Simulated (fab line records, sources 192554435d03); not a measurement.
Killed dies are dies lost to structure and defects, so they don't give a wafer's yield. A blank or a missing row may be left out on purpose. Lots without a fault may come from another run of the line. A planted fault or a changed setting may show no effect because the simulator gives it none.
Split-lot experiment | flow n5_finfet | 7 lots, 21 wafers read, on a route of 1938 steps

THE SPLIT
At N5_BEOL_M5_EXPOSE_08 (exposes mask M5, target cd 28 nm), the setting dose_mj was moved away from the recipe's 35.75 on 10 of the 21 wafers read, by -3.9% to +3.7%. The other wafers ran this setting at the recipe's value.

FROM THE SPLIT TO THE READING: what the file shows between them, 2 steps
- N5_BEOL_M5_PEB_09: peb time 60 s
- N5_BEOL_M5_DEVELOP_10: develop time 30 s

THE READING
BEOL_M5.cd_nm (the simulator's own value, which no gauge read), in nm, at N5_BEOL_M5_DESCUM_16 (chemistry O2, time 7 s). The file gives no usual value for it. The 11 wafers here that ran the recipe average 28.0 nm, standard deviation 0.11 nm.

wafer  | tool, chamber at the split | dose_mj as run | against the recipe | BEOL_M5.cd_nm, nm | against lot-mates on the recipe
L079.2 | euv_scanner-01, 0          | 35.75          | recipe             | 28                | -
L079.6 | euv_scanner-01, 0          | 35.75          | recipe             | 28                | -
L079.5 | euv_scanner-01, 0          | 35.75          | recipe             | 28.2              | -
L078.1 | euv_scanner-02, 0          | 34.65          | -3.1%              | 27.4              | -0.8
L078.3 | euv_scanner-02, 0          | 34.65          | -3.1%              | 27                | -1.2
L078.5 | euv_scanner-02, 0          | 35.75          | recipe             | 28.2              | -
L081.3 | euv_scanner-01, 0          | 34.36          | -3.9%              | 27.2              | -0.8
L081.4 | euv_scanner-01, 0          | 35.75          | recipe             | 28                | -
L081.6 | euv_scanner-01, 0          | 34.36          | -3.9%              | 26.8              | -1.2
L083.1 | euv_scanner-01, 0          | 35.75          | recipe             | 28.2              | -
L083.2 | euv_scanner-01, 0          | 35.75          | recipe             | 28                | -
L083.4 | euv_scanner-01, 0          | 35.75          | recipe             | 28                | -
L086.2 | euv_scanner-01, 0          | 36.69          | +2.6%              | 28.4              | no lot-mate on the recipe
L086.4 | euv_scanner-01, 0          | 36.69          | +2.6%              | 28.6              | no lot-mate on the recipe
L086.6 | euv_scanner-01, 0          | 36.69          | +2.6%              | 28.8              | no lot-mate on the recipe
L089.2 | euv_scanner-02, 0          | 35.75          | recipe             | 27.8              | -
L089.4 | euv_scanner-02, 0          | 35.75          | recipe             | 28                | -
L089.5 | euv_scanner-02, 0          | 35.75          | recipe             | 28                | -
L091.1 | euv_scanner-02, 0          | 37.07          | +3.7%              | 29                | no lot-mate on the recipe
L091.2 | euv_scanner-02, 0          | 37.07          | +3.7%              | 28.6              | no lot-mate on the recipe
L091.4 | euv_scanner-02, 0          | 37.07          | +3.7%              | 28.8              | no lot-mate on the recipe

THE FIT
A straight line over all 21 wafers: BEOL_M5.cd_nm changes by +0.238 nm for each +1% of dose_mj; r = +0.96; the points scatter about the line by 0.17 nm.
The same after taking each lot's own level away (the mean of its wafers on the recipe; 15 wafers): +0.282 nm for each +1%; r = +0.95; scatter 0.15 nm.
On that fit, the largest move of dose_mj shifts the reading by 1.1 nm.
The lots' own levels span 27.93 to 28.20 nm, that is 2.3 times the standard deviation above.
So the lot-to-lot level changes the slope: the two fits differ.
Check: with one of the wafers moved furthest among these (-3.9%) left out of the fit, the line predicts -1.24 nm for it against its lot-mates. It came out at -0.8 nm against them.

OTHER SPLITS ON THESE WAFERS
These wafers also went through other splits before the reading. Each is held against what the fit with the lots' levels taken away leaves over:
other split on the same wafers            | wafers away from the commonest value | r with BEOL_M5.cd_nm (lot level and that fit taken away)
N5_BEOL_M0_TRENCH_ETCH_107 target_depth_a | 8                                    | +0.55
N5_BEOL_M0_ETCH_109 bias_w                | 9                                    | +0.09
N5_BEOL_M2_VIA_ETCH_34 time_s             | 7                                    | -0.21
N5_BEOL_M2_TRENCH_ETCH_37 bias_w          | 4                                    | +0.15
N5_BEOL_M3_ETCH_64 time_s                 | 5                                    | +0.58
N5_BEOL_M3_COAT_76 spin_rpm               | 8                                    | -0.02
N5_BEOL_M3_DESCUM_33 time_s               | 5                                    | +0.17
N5_BEOL_M3_ETCH_70 bias_w                 | 10                                   | -0.50
N5_BEOL_M4_ETCH_70 time_s                 | 7                                    | +0.51
N5_BEOL_M4_TRENCH_ETCH_37 time_s          | 6                                    | +0.26

THE FILE'S OWN FIT
BEOL_M5.cd_nm changes by +0.283 nm for each +1% of dose_mj, r = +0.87.
